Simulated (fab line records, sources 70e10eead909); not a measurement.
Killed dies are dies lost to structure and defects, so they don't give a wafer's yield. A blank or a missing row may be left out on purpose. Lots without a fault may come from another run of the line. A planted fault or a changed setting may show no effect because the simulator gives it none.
Chamber matching | flow nand_harc | NHARC_P_BONDPAD_CMP_19 on cmp-01: 4 sister chambers
The step polishes, t overpolish 30 s, cu recess touch 16 s, target thk 160.81 nm. 7 wafers are shown with their chamber, then 7 later ones without.

WAFERS WITH THEIR CHAMBER
wafer  | chamber | motor_current_A (A) | overpolish_run_s (s)
L572.2 | 1       | 15.2                | 30.002
L576.5 | 1       | 15.4                | 29.987
L576.6 | 2       | 10.8                | 30.012
L580.1 | 0       | 12.2                | 29.993
L580.5 | 3       | 11.6                | 29.996
L582.1 | 3       | 11.7                | 29.986
L582.3 | 2       | 10.2                | 29.990

WAFERS WITHOUT THEIR CHAMBER
wafer  | motor_current_A (A) | overpolish_run_s (s)
L582.5 | 12.3                | 29.998
L585.4 | 12.3                | 29.999
L585.5 | 12.2                | 30.006
L585.6 | 14.6                | 29.995
L584.2 | 10.5                | 29.997
L584.3 | 11.9                | 29.991
L584.4 | 11.9                | 30.009

WHICH CHAMBER EACH WENT THROUGH
wafer  | from the rows above     | in truth
L582.5 | can't be placed: 0 or 3 | 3
L585.4 | can't be placed: 0 or 3 | 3
L585.5 | can't be placed: 0 or 3 | 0
L585.6 | 1                       | 1
L584.2 | 2                       | 2
L584.3 | can't be placed: 3 or 0 | 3
L584.4 | can't be placed: 0 or 3 | 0
Placed correctly: 2 of 7. Can't be placed from these rows: 5 (the true chamber is among the candidates in 5). Placed wrongly: 0.
How it was worked out, from the rows above alone: a wafer's distance from a chamber is the root of the sum, over the readings, of the square of ((its reading less the chamber's mean) divided by the reading's scatter). The wafer belongs to the nearest chamber; if the next one is less than 2 further off, it can't be placed. A chamber's mean is the mean of its shown wafers. The scatter: the root of (the sum of the squares of (reading less its chamber's mean) over the shown wafers, divided by (wafers less chambers)).
